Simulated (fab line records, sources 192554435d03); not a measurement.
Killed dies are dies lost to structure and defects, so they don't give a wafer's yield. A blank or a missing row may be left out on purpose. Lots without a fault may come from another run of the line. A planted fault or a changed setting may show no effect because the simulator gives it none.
Chamber matching | flow n5_finfet | N5_BEOL_M1_ALD_98 on ald_sin-03: 4 sister chambers
The step deposits SiO2, target thk 2.5 nm, pulse time 1 s, co reactant pulse time 1 s. 4 wafers are shown with their chamber, then 9 later ones without.

WAFERS WITH THEIR CHAMBER
wafer  | chamber | heater_power_w (W)
L078.3 | 2       | 85
L080.1 | 0       | 70
L080.4 | 1       | 95
L080.5 | 3       | 79

WAFERS WITHOUT THEIR CHAMBER
wafer  | heater_power_w (W)
L083.2 | 92
L083.3 | 78
L083.5 | 77
L095.1 | 80
L095.3 | 91
L095.5 | 81
L096.1 | 88
L096.2 | 94
L096.3 | 78

WHICH CHAMBER EACH WENT THROUGH
wafer  | from the rows above     | in truth
L083.2 | can't be placed: 1 or 2 | 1
L083.3 | 3                       | 3
L083.5 | 3                       | 3
L095.1 | can't be placed: 3 or 2 | 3
L095.3 | can't be placed: 1 or 2 | 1
L095.5 | can't be placed: 3 or 2 | 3
L096.1 | can't be placed: 2 or 1 | 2
L096.2 | 1                       | 1
L096.3 | 3                       | 3
Placed correctly: 4 of 9. Can't be placed from these rows: 5 (the true chamber is among the candidates in 5). Placed wrongly: 0.
How it was worked out, from the rows above alone: a wafer's distance from a chamber is the root of the sum, over the readings, of the square of ((its reading less the chamber's mean) divided by the reading's scatter). The wafer belongs to the nearest chamber; if the next one is less than 2 further off, it can't be placed. A chamber's mean is the mean of its shown wafers. The scatter: with one shown wafer a chamber, the root of the mean of the squares of how far each hidden wafer lies from its nearest shown one.
